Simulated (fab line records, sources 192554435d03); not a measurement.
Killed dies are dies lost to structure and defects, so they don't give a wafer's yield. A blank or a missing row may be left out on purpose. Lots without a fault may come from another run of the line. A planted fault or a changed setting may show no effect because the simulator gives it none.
fab line records | flow n5_finfet
record lots=7 wafers=21
route steps=1938 shown ZERO_LAYER@9 WELL_APT@21 FIN_SAQP@147 FIN_CUT@154 SD_EPI_N@288 SD_EPI_P@295 SD_ACTIVATION@330 SDB@348
start_h: hours from the record's first day to the start of the lot's first wafer shown | wait_h: hours since the lot's step before | " the same as in the row above | L1.1+2: a row that stands for several wafers | - no value, or no start given | * or withheld: withheld | < > ~ a bound
route shown NAME@n: a module of which the file shows steps, and the number in the route of the first | usual: mean/standard deviation of fault-free wafers | same: alike in all rows | chamber/n: place in a boat | sites: the reading at each site | _std_site: their standard deviation | _edge_site: outer sites' mean less inner sites' | radius_mm: how far each site lies from the wafer's centre | mask NAME#n: copy n | behind: the tool/chamber that last shaped the wafer | hold: why the lot was held/for how many hours/how that ended | device: the transistor (n, p or np) that didn't switch | end of line: the same wafers' tests at the end of the route | a step without rows: its recipe alone | killed: dies lost to structure and defects at the first sort, not the wafer's yield | map: a wafer's dies, x killed, . not, _ none there
set.NAME: the setting as run; set.NAME@STEP: as run at that earlier step | model.NAME: the simulator's own value behind a step, which no gauge read
lots whose settings were changed on purpose; a table a step, a row a wafer
## steps
# step N5_ZERO_LAYER_EXPOSE_08
# recipe mask_id=ZERO na=0.55 source_shape=conventional sigma_outer=0.8 polarization=unpolarized defocus_nm=0 target_cd_nm=2000 dose_mj=16.2
# columns lot.wafer tool chamber start_h wait_h mask set.dose_mj
L077.1+3 krf_scanner-02 0 30.59 - ZERO#0 16.2
L077.2 " 0 " " ZERO#0 15.51
L078.3+4+5 krf_scanner-01 0 36.80 - ZERO#0 16.2
L079.2 krf_scanner-02 0 42.62 - ZERO#0 16.2
L079.4+5 " 0 " " ZERO#0 15.5
L080.3 krf_scanner-01 0 48.63 - ZERO#0 16.2
L080.4+5 " 0 " " ZERO#0 15.17
L091.4 krf_scanner-02 0 114.61 - ZERO#0 16.2
L091.5+6 " 0 " " ZERO#0 15.1
L094.2+3+4 krf_scanner-01 0 132.47 - ZERO#0 16.2
L095.2+3+5 krf_scanner-01 0 138.47 - ZERO#0 16.2
# step N5_ZERO_LAYER_DEVELOP_10
# recipe develop_time_s=60 rinse_liquid=diw dry=air_spin dev_temp_c=21
# columns lot.wafer tool chamber start_h wait_h set.develop_time_s
L077.1+2 litho_track-01 0 - - 60
L077.3 " 0 " " 56.46
L078.3 litho_track-01 0 - - 60
L078.4+5 " 0 " " 65.9
L079.2+5 litho_track-01 0 - - 60
L079.4 " 0 " " 70.53
L080.3 litho_track-01 0 - - 60
L080.4+5 " 0 " " 65.79
L091.4+5 litho_track-04 0 - - 66.96
L091.6 " 0 " " 60
L094.2+3+4 litho_track-02 0 - - 60
L095.2+3 litho_track-02 0 - - 73.37
L095.5 " 0 " " 60
# step N5_ZERO_LAYER_HARDBAKE_23
# recipe temp_c=130 time_s=120
# step N5_ZERO_LAYER_CD_MEAS_11
# recipe target_cd_nm=2000 landing_energy_ev=500 detector=se_inlens
# usual cd_nm=2000.7/3
# columns lot.wafer tool chamber start_h wait_h set.dose_mj@ZERO_LAYER_EXPOSE_08 cd_nm
L077.1 cd_sem-02 0 30.77 - 16.2 2001.7
L077.2 " 0 " " 15.51 1989.8
L077.3 " 0 " " 16.2 1999.6
L078.3 cd_sem-02 0 36.97 - 16.2 1999.0
L078.4 " 0 " " 16.2 1997.2
L078.5 " 0 " " 16.2 2002.7
L079.2 cd_sem-03 0 42.79 - 16.2 2001.8
L079.4 " 0 " " 15.5 1995.9
L079.5 " 0 " " 15.5 1990.9
L080.3 cd_sem-01 0 48.79 - 16.2 2004.0
L080.4 " 0 " " 15.17 1991.7
L080.5 " 0 " " 15.17 1990.6
L091.4 cd_sem-02 0 114.77 - 16.2 2008.8
L091.5 " 0 " " 15.1 1991.8
L091.6 " 0 " " 15.1 1995.7
L094.2 cd_sem-03 0 132.64 - 16.2 2000.2
L094.3 " 0 " " 16.2 2002.3
L094.4 " 0 " " 16.2 2002.4
L095.2 cd_sem-03 0 138.64 - 16.2 2002.2
L095.3 " 0 " " 16.2 2003.4
L095.5 " 0 " " 16.2 1998.3
# step N5_ZERO_LAYER_DESCUM_16
# recipe chemistry=O2 time_s=7.9 source_power_w=50 bias_power_w=20 pressure_mtorr=20 rf_frequency_hz=2.712e+07 temp_c=40 o2_flow_sccm=225
# columns lot.wafer tool chamber start_h wait_h set.dose_mj@ZERO_LAYER_EXPOSE_08 model.ZERO_LAYER.cd_nm
L077.1 rie_diel-02 1 31.11 0.3 16.2 2002
L077.2 " 2 " " 15.51 1990
L077.3 " 3 " " 16.2 2000
L078.3 rie_diel-01 0 37.00 0.0 16.2 1999
L078.4 " 3 " " 16.2 1997
L078.5 " 0 " " 16.2 2003
L079.2 rie_diel-03 0 42.83 0.0 16.2 2001
L079.4 " 1 " " 15.5 1996
L079.5 " 2 " " 15.5 1991
L080.3 rie_diel-03 0 49.82 1.0 16.2 2004
L080.4 " 0 " " 15.17 1992
L080.5 " 2 " " 15.17 1990
L091.4 rie_diel-01 0 114.86 0.1 16.2 2009
L091.5 " 1 " " 15.1 1992
L091.6 " 2 " " 15.1 1995
L094.2 rie_diel-01 0 132.77 0.1 16.2 2000
L094.3+4 " 2,3 " " 16.2 2002
L095.2 rie_diel-02 1 138.68 0.0 16.2 2002
L095.3 " 2 " " 16.2 2004
L095.5 " 0 " " 16.2 1998
# step N5_WELL_APT_COAT_02
# recipe spin_rpm=1357 resist_thk_nm=950
# columns lot.wafer tool chamber start_h wait_h set.spin_rpm model.coat_of_WELL_APT_COAT_02.thk_nm
L077.1 litho_track-02 0 - - 1483 904.1
L077.2 " 0 " " 1357 946.1
L077.3 " 0 " " 1357 944.1
L078.3 litho_track-03 0 - - 1269 979.3
L078.4 " 0 " " 1269 979.6
L078.5 " 0 " " 1357 948.1
L079.2 litho_track-03 0 - - 1357 949
L079.4 " 0 " " 1357 947.3
L079.5 " 0 " " 1357 949.1
L080.3 litho_track-05 0 - - 1357 947.8
L080.4 " 0 " " 1357 947.1
L080.5 " 0 " " 1357 948.4
L091.4 litho_track-02 0 - - 1474 909.5
L091.5 " 0 " " 1474 909.3
L091.6 " 0 " " 1474 909.9
L094.2 litho_track-05 0 - - 1357 950.4
L094.3 " 0 " " 1357 950.1
L094.4 " 0 " " 1357 946.7
L095.2 litho_track-05 0 - - 1357 952.5
L095.3 " 0 " " 1295 972.9
L095.5 " 0 " " 1295 974.3
# step N5_FIN_SAQP_FIN_ETCH_36
# recipe chemistry=HBr/Cl2/O2 target_depth_a=1200 mask_material=SiNx time_s=50.4 bias_w=102 pressure_mtorr=10 icp_w=800 HBr_flow_sccm=150 Cl2_flow_sccm=80 O2_flow_sccm=12
# columns lot.wafer tool chamber start_h wait_h set.icp_w model.FIN_SAQP.feature_depth_nm model.etch.depth_nm
L077.1 rie_si-06 1 44.88 0.0 800 121.2 121.2
L077.2 " 0 " " 800 117.8 117.7
L077.3 " 2 " " 800 123.6 123.6
L078.3 rie_si-04 3 52.02 0.0 800 117 117
L078.4 " 2 " " 800 119.8 119.9
L078.5 " 1 " " 800 119.8 119.8
L079.2 rie_si-06 1 56.93 0.0 800 120.4 120.3
L079.4 " 2 " " 914 131.2 131.2
L079.5 " 2 " " 800 123.2 123.3
L080.3 rie_si-04 3 64.74 0.0 909.6 124.4 124.5
L080.4 " 2 " " 909.6 128 127.9
L080.5 " 1 " " 800 119.2 119.2
L091.4 rie_si-01 1 128.23 0.0 927.1 125.8 125.8
L091.5 " 2 " " 800 119.6 119.6
L091.6 " 3 " " 800 121.8 121.9
L094.2 rie_si-04 1 147.72 0.0 800 119.8 119.7
L094.3 " 3 " " 800 117.2 117.3
L094.4 " 2 " " 800 120.4 120.4
L095.2 rie_si-01 3 153.18 0.0 800 122.4 122.4
L095.3 " 2 " " 914.9 129.4 129.3
L095.5 " 1 " " 800 119.2 119.3
# step N5_FIN_CUT_COAT_18
# recipe resist=SOC temp_c=250 time_s=60 spin_rpm=1500 resist_thk_nm=230
# columns lot.wafer tool chamber start_h wait_h set.spin_rpm model.SOC_of_FIN_CUT_COAT_18.thk_nm
L077.1 litho_track-04 0 45.16 0.0 1500 231
L077.2 " 0 " " 1500 230.6
L077.3 " 0 " " 1500 230.2
L078.3 litho_track-03 0 52.31 0.0 1545 226.4
L078.4 " 0 " " 1500 230.4
L078.5 " 0 " " 1545 227.4
L079.2 litho_track-03 0 57.21 0.0 1500 229.8
L079.4 " 0 " " 1387 238.8
L079.5 " 0 " " 1387 239.4
L080.3 litho_track-05 0 65.02 0.0 1339 241.8
L080.4 " 0 " " 1339 242
L080.5 " 0 " " 1500 228.6
L091.4 litho_track-04 0 128.51 0.0 1668 218
L091.5 " 0 " " 1500 229.8
L091.6 " 0 " " 1500 230.2
L094.2+4 litho_track-05 0 148.00 0.0 1500 229.4
L094.3 " 0 " " 1500 229.2
L095.2 litho_track-04 0 153.46 0.0 1500 228
L095.3 " 0 " " 1500 228.4
L095.5 " 0 " " 1500 228.6
# step N5_FIN_CUT_COAT_19
# recipe resist=SiARC temp_c=220 time_s=60 spin_rpm=1500 resist_thk_nm=20
# step N5_FIN_CUT_COAT_29
# recipe resist=underlayer temp_c=205 time_s=60 spin_rpm=1500 resist_thk_nm=10
# step N5_FIN_CUT_ETCH_30
# recipe chemistry=N2/H2 target=underlayer target_depth_a=130 mask_material=CAR-EUV time_s=10.4 ion_energy_ev=200 pressure_mtorr=30 source_w=840 bias_w=150 n2_flow_sccm=200 h2_flow_sccm=200 ends=cleared
# step N5_FIN_CUT_ETCH_20
# recipe chemistry=CF4 target=SiARC target_depth_a=260 mask_material=CAR-EUV time_s=43.3 ion_energy_ev=80 pressure_mtorr=40 source_w=545 bias_w=36 Ar_flow_sccm=100 cf4_flow_sccm=100 ends=cleared
# step N5_FIN_CUT_ETCH_21
# recipe chemistry=N2/H2 target=SOC target_depth_a=2190 overetch_a=438 mask_material=SiARC temp_c=40 ion_energy_ev=100 bias_w=61 time_s=523.5 pressure_mtorr=30 source_w=850 n2_flow_sccm=200 h2_flow_sccm=200
# columns lot.wafer tool chamber start_h wait_h set.spin_rpm@FIN_CUT_COAT_18 model.etch.depth_nm
L077.1 rie_diel-02 1 45.77 0.0 1500 230.9
L077.2 " 3 " " 1500 230.6
L077.3 " 0 " " 1500 230.1
L078.3 rie_diel-03 2 54.20 0.0 1545 226.3
L078.4 " 2 " " 1500 230.4
L078.5 " 1 " " 1545 227.4
L079.2 rie_diel-01 2 57.75 0.0 1500 229.8
L079.4 " 2 " " 1387 238.9
L079.5 " 1 " " 1387 239.4
L080.3 rie_diel-02 2 65.63 0.0 1339 241.8
L080.4 " 3 " " 1339 242
L080.5 " 3 " " 1500 228.7
L091.4 rie_diel-01 1 129.17 0.0 1668 218.1
L091.5 " 0 " " 1500 229.9
L091.6 " 1 " " 1500 230.1
L094.2 rie_diel-03 2 148.64 0.0 1500 229.5
L094.3 " 3 " " 1500 229.2
L094.4 " 0 " " 1500 229.4
L095.2 rie_diel-03 1 154.07 0.0 1500 228
L095.3 " 2 " " 1500 228.5
L095.5 " 1 " " 1500 228.6
# step N5_SD_EPI_N_EPI_21
# recipe material=Si:P dopant=P temp_c=680 pressure_torr=255 time_s=690
# columns lot.wafer tool chamber start_h wait_h set.time_s model.Si-P_of_SD_EPI_N_EPI_21.thk_nm
L077.1 epi_rpcvd-04 0 68.63 0.1 690 59
L077.2 " 0 " " 690 59.8
L077.3 " 0 " " 690 59.6
L078.3 epi_rpcvd-03 0 77.99 1.1 690 59.2
L078.4+5 " 0 " " 690 58.8
L079.2+5 epi_rpcvd-02 0 80.72 0.4 690 59
L079.4 " 0 " " 611.9 54.6
L080.3 epi_rpcvd-02 0 89.10 0.7 690 58.2
L080.4 " 0 " " 556.7 51.2
L080.5 " 0 " " 556.7 50.8
L091.4 epi_rpcvd-02 0 154.67 1.2 690 57.8
L091.5 " 0 " " 632.8 55
L091.6 " 0 " " 690 58.8
L094.2 epi_rpcvd-03 0 172.75 0.5 690 58.2
L094.3 " 0 " " 690 58.6
L094.4 " 0 " " 690 58.4
L095.2 epi_rpcvd-03 0 179.83 0.4 690 60
L095.3 " 0 " " 690 59.8
L095.5 " 0 " " 803.2 66.2
# step N5_SD_EPI_N_EPI_MEAS_23
# recipe mode=xrd
# usual thk_nm=58.9/1.2
# columns lot.wafer tool chamber start_h wait_h set.time_s@SD_EPI_N_EPI_21 thk_nm
L077.1 film_metro-01 - 70.35 1.4 690 60.0
L077.2 " - " " 690 60.1
L077.3 " - " " 690 59.5
L078.3 film_metro-01 - 80.03 1.5 690 60.1
L078.4 " - " " 690 58.5
L078.5 " - " " 690 58.8
L079.2 film_metro-02 - 82.17 1.2 690 58.8
L079.4 " - " " 611.9 56.4
L079.5 " - " " 690 60.2
L080.3 film_metro-02 - 90.25 0.9 690 57.1
L080.4 " - " " 556.7 50.9
L080.5 " - " " 556.7 50.5
L091.4 film_metro-02 - 155.83 0.8 690 56.9
L091.5 " - " " 632.8 54.0
L091.6 " - " " 690 58.8
L094.2 film_metro-02 - 174.66 1.5 690 58.9
L094.3 " - " " 690 57.6
L094.4 " - " " 690 57.9
L095.2 film_metro-01 - 181.26 1.2 690 58.2
L095.3 " - " " 690 59.8
L095.5 " - " " 803.2 65.5
# step N5_SD_EPI_P_COAT_34
# recipe resist=SOC temp_c=250 time_s=60 spin_rpm=1500 resist_thk_nm=350
# columns lot.wafer tool chamber start_h wait_h set.spin_rpm model.SOC_of_SD_EPI_P_COAT_34.thk_nm
L077.1 litho_track-04 0 71.35 0.0 1500 349.4
L077.2 " 0 " " 1500 350.6
L077.3 " 0 " " 1500 349.8
L078.3 litho_track-04 0 80.67 0.0 1644 334.8
L078.4 " 0 " " 1644 335
L078.5 " 0 " " 1644 334.6
L079.2 litho_track-04 0 82.95 0.0 1500 349.2
L079.4 " 0 " " 1500 351
L079.5 " 0 " " 1368 367.4
L080.3 litho_track-03 0 91.00 0.0 1645 335
L080.4 " 0 " " 1645 335.4
L080.5 " 0 " " 1500 351.4
L091.4 litho_track-03 0 156.85 0.0 1500 350.8
L091.5 " 0 " " 1500 350.4
L091.6 " 0 " " 1500 350.6
L094.2 litho_track-03 0 175.24 0.0 1500 351.6
L094.3 " 0 " " 1500 351.4
L094.4 " 0 " " 1500 351.8
L095.2 litho_track-03 0 181.85 0.0 1500 352.2
L095.3 " 0 " " 1500 352.6
L095.5 " 0 " " 1500 350.8
# step N5_SD_EPI_P_COAT_35
# recipe resist=SiARC temp_c=220 time_s=60 spin_rpm=1500 resist_thk_nm=35
# step N5_SD_EPI_P_COAT_03
# recipe resist=CAR-ArF-block spin_rpm=1500 resist_thk_nm=150
# step N5_SD_ACTIVATION_RTA_00
# recipe temp_c=975 time_s=0 ambient=N2 idle_temp_c=600 ramp_up_c_per_s=150 ramp_down_c_per_s=60 cool_to_c=600
# step N5_SD_ACTIVATION_LSA_01
# recipe temp_c=1080 time_s=0.0008 ambient=N2
# step N5_SD_ACTIVATION_RS_MEAS_03
# recipe thk_meas_gauge=four-point-probe
# usual RS_SD_N=21.97/0.28 RS_SD_P=56.2/1.1
# columns lot.wafer tool chamber start_h wait_h set.time_s@SD_EPI_N_EPI_21 RS_SD_N[ohm/sq] RS_SD_P[ohm/sq]
L077.1 film_metro-02 - 75.95 0.2 690 21.77 54.8
L077.2 " - " " 690 21.67 55.2
L077.3 " - " " 690 21.68 55.5
L078.3 film_metro-01 - 85.85 0.2 690 21.78 54.5
L078.4 " - " " 690 21.77 54.8
L078.5 " - " " 690 21.94 55.0
L079.2 film_metro-02 - 89.54 0.2 690 21.88 57.4
L079.4 " - " " 611.9 23.83 57.5
L079.5 " - " " 690 22.10 56.8
L080.3 film_metro-02 - 95.52 0.2 690 22.38 56.8
L080.4 " - " " 556.7 25.23 56.8
L080.5 " - " " 556.7 25.64 55.4
L091.4 film_metro-01 - 162.22 0.1 690 22.41 55.4
L091.5 " - " " 632.8 23.56 55.0
L091.6 " - " " 690 21.79 55.3
L094.2 film_metro-01 - 179.90 0.2 690 22.39 55.6
L094.3 " - " " 690 22.35 55.9
L094.4 " - " " 690 22.21 55.7
L095.2 film_metro-02 - 186.90 0.2 690 21.46 55.7
L095.3 " - " " 690 21.62 55.7
L095.5 " - " " 803.2 19.14 56.7
# step N5_SDB_COAT_03
# recipe resist=SOC temp_c=250 time_s=60 spin_rpm=1500 resist_thk_nm=100
# columns lot.wafer tool chamber start_h wait_h set.spin_rpm model.SOC_of_SDB_COAT_03.thk_nm
L077.1 litho_track-01 0 82.86 0.1 1500 100.2
L077.2 " 0 " " 1500 100.6
L077.3 " 0 " " 1500 100.4
L078.3 litho_track-02 0 92.53 0.1 1500 99.8
L078.4 " 0 " " 1378 104.6
L078.5 " 0 " " 1378 104.4
L079.2 litho_track-05 0 97.62 0.1 1500 100
L079.4 " 0 " " 1500 100.2
L079.5 " 0 " " 1500 100.4
L080.3 litho_track-05 0 103.26 0.1 1500 100.2
L080.4 " 0 " " 1500 100.4
L080.5 " 0 " " 1500 100
L091.4 litho_track-02 0 168.89 0.0 1500 99.8
L091.5 " 0 " " 1543 98.6
L091.6 " 0 " " 1543 98.4
L094.2 litho_track-05 0 188.79 0.1 1500 99.8
L094.3+4 " 0 " " 1500 100.2
L095.2+5 litho_track-02 0 193.74 0.1 1500 99.8
L095.3 " 0 " " 1422 102.2
# step N5_SDB_ETCH_17
# recipe chemistry=CF4 target=SiARC target_depth_a=234 mask_material=CAR-ArF time_s=39 ion_energy_ev=80 pressure_mtorr=40 source_w=545 bias_w=36 Ar_flow_sccm=100 cf4_flow_sccm=100 ends=cleared
# columns lot.wafer tool chamber start_h wait_h set.cf4_flow_sccm
L077.1+3 rie_diel-05 2,1 83.64 0.0 100
L077.2 " 0 " " 109
L078.3+4+5 rie_diel-05 0,1,3 93.02 0.0 100
L079.2+4 rie_diel-05 0,3 97.98 0.0 91.9
L079.5 " 1 " " 100
L080.3 rie_diel-04 2 103.75 0.0 100
L080.4+5 " 0,1 " " 110.4
L091.4+6 rie_diel-04 1,2 169.28 0.0 83.29
L091.5 " 3 " " 100
L094.2+3+4 rie_diel-06 2,3,1 189.50 0.0 100
L095.2 rie_diel-05 2 194.24 0.0 119.9
L095.3+5 " 1 " " 100
# step N5_SDB_ETCH_18
# recipe chemistry=N2/H2 target=SOC target_depth_a=1000 overetch_a=200 mask_material=SiARC temp_c=40 time_s=150 ion_energy_ev=200 pressure_mtorr=30 source_w=840 bias_w=150 n2_flow_sccm=200 h2_flow_sccm=200
# columns lot.wafer tool chamber start_h wait_h set.spin_rpm@SDB_COAT_03 model.etch.depth_nm
L077.1 rie_diel-05 2 83.67 0.0 1500 100.2
L077.2 " 0 " " 1500 100.6
L077.3 " 1 " " 1500 100.4
L078.3 rie_diel-05 0 93.06 0.0 1500 99.73
L078.4 " 1 " " 1378 104.5
L078.5 " 3 " " 1378 104.4
L079.2 rie_diel-05 0 98.02 0.0 1500 100
L079.4 " 3 " " 1500 100.2
L079.5 " 1 " " 1500 100.3
L080.3 rie_diel-04 2 103.79 0.0 1500 100.1
L080.4 " 0 " " 1500 100.3
L080.5 " 1 " " 1500 99.96
L091.4 rie_diel-04 1 169.32 0.0 1500 99.79
L091.5 " 3 " " 1543 98.61
L091.6 " 2 " " 1543 98.43
L094.2 rie_diel-06 2 189.53 0.0 1500 99.74
L094.3 " 3 " " 1500 100.1
L094.4 " 1 " " 1500 100.2
L095.2 rie_diel-05 2 194.27 0.0 1500 99.74
L095.3 " 1 " " 1422 102.1
L095.5 " 1 " " 1500 99.87
# step N5_SDB_STRIP_19
# recipe chemistry=N2/H2 temp_c=40 n2_flow_sccm=200 h2_flow_sccm=200 rf_frequency_hz=6e+07
# step N5_SDB_STRIP_21
# recipe chemistry=CF4 resist=SiARC power_w=300 bias_power_w=75 pressure_mtorr=50 cf4_flow_sccm=150 rf_frequency_hz=6e+07
# step N5_SDB_HM_OPEN_20
# recipe chemistry=CH3F/O2 target=SiNx mask_material=SOC target_depth_a=240 stop_on=poly-Si over_etch_frac=0.4 ion_energy_ev=120 pressure_mtorr=30 source_w=395 bias_w=73 Ar_flow_sccm=150 CH3F_flow_sccm=30 O2_flow_sccm=20
# step N5_SDB_STRIP_22
# recipe chemistry=N2/H2 power_w=1000 temp_c=250 h2_frac=0.65 overash_fraction=0.3 pressure_mtorr=withheld n2_flow_sccm=1750 h2_flow_sccm=3250
# usual strip_time_to_endpoint_s=96.3/0.45
# columns lot.wafer tool chamber start_h wait_h set.spin_rpm@SDB_COAT_03 strip_time_to_endpoint_s
L077.1 plasma_asher-02 0 84.00 0.1 1500 96.9
L077.2 " 1 " " 1500 96.5
L077.3 " 0 " " 1500 96.3
L078.3 plasma_asher-02 0 93.35 0.1 1500 95.6
L078.4 " 1 " " 1378 100.0
L078.5 " 1 " " 1378 100.6
L079.2 plasma_asher-01 0 98.26 0.1 1500 96.3
L079.4 " 0 " " 1500 96.6
L079.5 " 1 " " 1500 96.0
L080.3 plasma_asher-01 1 104.07 0.1 1500 96.7
L080.4 " 0 " " 1500 96.8
L080.5 " 0 " " 1500 96.8
L091.4 plasma_asher-02 1 169.60 0.1 1500 96.5
L091.5 " 1 " " 1543 94.6
L091.6 " 0 " " 1543 94.9
L094.2 plasma_asher-02 0 189.77 0.1 1500 96.4
L094.3 " 0 " " 1500 96.0
L094.4 " 1 " " 1500 96.2
L095.2 plasma_asher-02 0 194.51 0.1 1500 96.3
L095.3 " 0 " " 1422 98.1
L095.5 " 0 " " 1500 96.0
## key
split step=N5_ZERO_LAYER_EXPOSE_08 setting=dose_mj stated=16.2 by=wafer
response step=N5_ZERO_LAYER_CD_MEAS_11 reading=cd_nm change=+2.16 per=1% r=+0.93
response step=N5_ZERO_LAYER_DESCUM_16 reading=model.ZERO_LAYER.cd_nm change=+2.13 per=1% r=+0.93
split step=N5_ZERO_LAYER_DEVELOP_10 setting=develop_time_s stated=60 by=wafer
response none clear
split step=N5_WELL_APT_COAT_02 setting=spin_rpm stated=1357 by=wafer
response step=N5_WELL_APT_COAT_02 reading=model.coat_of_WELL_APT_COAT_02.thk_nm change=-4.56 per=1% r=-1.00
split step=N5_FIN_SAQP_FIN_ETCH_36 setting=icp_w stated=800 by=wafer
response step=N5_FIN_SAQP_FIN_ETCH_36 reading=model.FIN_SAQP.feature_depth_nm change=+0.511 per=1% r=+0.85
response step=N5_FIN_SAQP_FIN_ETCH_36 reading=model.etch.depth_nm change=+0.51 per=1% r=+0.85
split step=N5_FIN_CUT_COAT_18 setting=spin_rpm stated=1500 by=wafer
response step=N5_FIN_CUT_COAT_18 reading=model.SOC_of_FIN_CUT_COAT_18.thk_nm change=-1.17 per=1% r=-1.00
response step=N5_FIN_CUT_ETCH_21 reading=model.etch.depth_nm change=-1.16 per=1% r=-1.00
split step=N5_SD_EPI_N_EPI_21 setting=time_s stated=690 by=wafer
response step=N5_SD_EPI_N_EPI_21 reading=model.Si-P_of_SD_EPI_N_EPI_21.thk_nm change=+0.381 per=1% r=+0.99
response step=N5_SD_EPI_N_EPI_MEAS_23 reading=thk_nm change=* per=1% r=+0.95
response step=N5_SD_ACTIVATION_RS_MEAS_03 reading=RS_SD_N change=-0.156 per=1% r=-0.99
split step=N5_SD_EPI_P_COAT_34 setting=spin_rpm stated=1500 by=wafer
response step=N5_SD_EPI_P_COAT_34 reading=model.SOC_of_SD_EPI_P_COAT_34.thk_nm change=-1.81 per=1% r=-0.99
split step=N5_SDB_COAT_03 setting=spin_rpm stated=1500 by=wafer
response step=N5_SDB_COAT_03 reading=model.SOC_of_SDB_COAT_03.thk_nm change=-0.537 per=1% r=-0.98
response step=N5_SDB_ETCH_18 reading=model.etch.depth_nm change=-0.535 per=1% r=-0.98
response step=N5_SDB_STRIP_22 reading=strip_time_to_endpoint_s change=* per=1% r=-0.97
split step=N5_SDB_ETCH_17 setting=cf4_flow_sccm stated=100 by=wafer
response none clear
